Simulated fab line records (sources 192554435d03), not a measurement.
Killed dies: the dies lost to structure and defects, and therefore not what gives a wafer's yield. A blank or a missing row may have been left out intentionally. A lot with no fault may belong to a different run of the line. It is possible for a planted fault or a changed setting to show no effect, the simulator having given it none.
Problem report, 8D (eight disciplines) form, completed by code	flow n5-finfet	the parts of the form that need people (team, actions taken, sign-off) are left out

## 1. PROBLEM STATEMENT
Mean M5_ILD_THK at N5_BEOL_M5_THK_MEAS_01: 62.5 nm over 6 wafers in 2 lots; fault-free wafers: 121.6 nm, standard deviation 2.1. That puts it -28 standard deviations away from the usual mean.
First seen on wafer L623.2, day 12 11:28, on film-metro-02. The record has a number at this step for 12 wafers belonging to 4 lots. Rule for "out" (also "out of limits"): further than 4 standard deviations from the usual mean. The rest of the wafers with a number are treated as sound.

## 2. WHAT IT IS; WHAT IT IS NOT
question	is	is not
which readings at this step	M5_ILD_THK	-
which lots	L623, L626	L619, L622
which wafers of those lots	all that have a number	-
read on which gauges	film-metro-01, film-metro-02	-
when	from day 12 11:28	up to then (6 sound wafers)

## 3. THE SUSPECTS, EACH WITH WHAT RULES IT OUT
Counting: a tool at any process step up to the reading remains a suspect when it ran all the lots that are out and ran no sound lot after the first of those.
- the gauge at N5_BEOL_M5_THK_MEAS_01 is ruled out. 2 gauges (film-metro-01, film-metro-02) read the wafers that are out.
- pecvd-01 at N5_BEOL_M5_ILD_DEP_00 (deposits SiCOH lowk from DEMS/porogen, target thk 140.64 nm, time 25.9 s): kept. Every lot that is out went through it, starting with L623 (day 12 10:54), and after that it ran no sound lot; the last sound lot it ran before then is L619 (day 11 03:31).
After counting, what remains is pecvd-01 at N5_BEOL_M5_ILD_DEP_00.

## 4. THE CAUSE (what the simulator had put in)
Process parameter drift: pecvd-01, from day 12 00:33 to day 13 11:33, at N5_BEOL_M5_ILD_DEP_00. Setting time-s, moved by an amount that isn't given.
Counting left only this tool.

## 5. THE EFFECT CHAIN, in route order
Rows list readings where the struck wafers' mean (over those with a number) sits beyond 3 standard deviations from the usual. Only readings for which the record gives a usual standard deviation are gone through. hours: the time from each lot's start at the first step in this table that gives one to its start at this step, as a median over the lots. sigmas: the change in usual standard deviations.
hours	step	reading	usual	on struck wafers	change	sigmas
0	N5_BEOL_M5_THK_MEAS_01	M5_ILD_THK	121.6 nm	62.5	-59.1	-28
101	N5_PASSIVATION_PROBE_49	defect-limited-yield	91.5 %	0.2	-91.3	-65
101	N5_PASSIVATION_PROBE_49	killed_at_M4_up	12	1078	+1066	+99 or more
101	N5_PASSIVATION_PROBE_49	killed-dies	100	1178	+1078	+63
101	N5_PASSIVATION_PROBE_49	killed-on-rim	13	152	+139	+36
101	N5_PASSIVATION_PROBE_49	sort-n-pass	1079	2	-1077	-63
The process steps in it:
- N5_PASSIVATION_PROBE_49

## 6. HOW IT WOULD HAVE BEEN CAUGHT EARLIER
11 hours passed between the start of the fault at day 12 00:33 and the first reading out of limits at a measuring or inspecting step in this record, taken at day 12 11:28.
No tool reading at N5_BEOL_M5_ILD_DEP_00 that has a usual standard deviation in the record was out on any struck wafer, so an alarm limit of 4 standard deviations on those readings would not have fired.
Among the 2 lots that are out, L626 began N5_BEOL_M5_ILD_DEP_00 on pecvd-01 after day 12 11:28. A tool hold placed at that time would have kept it from harm.
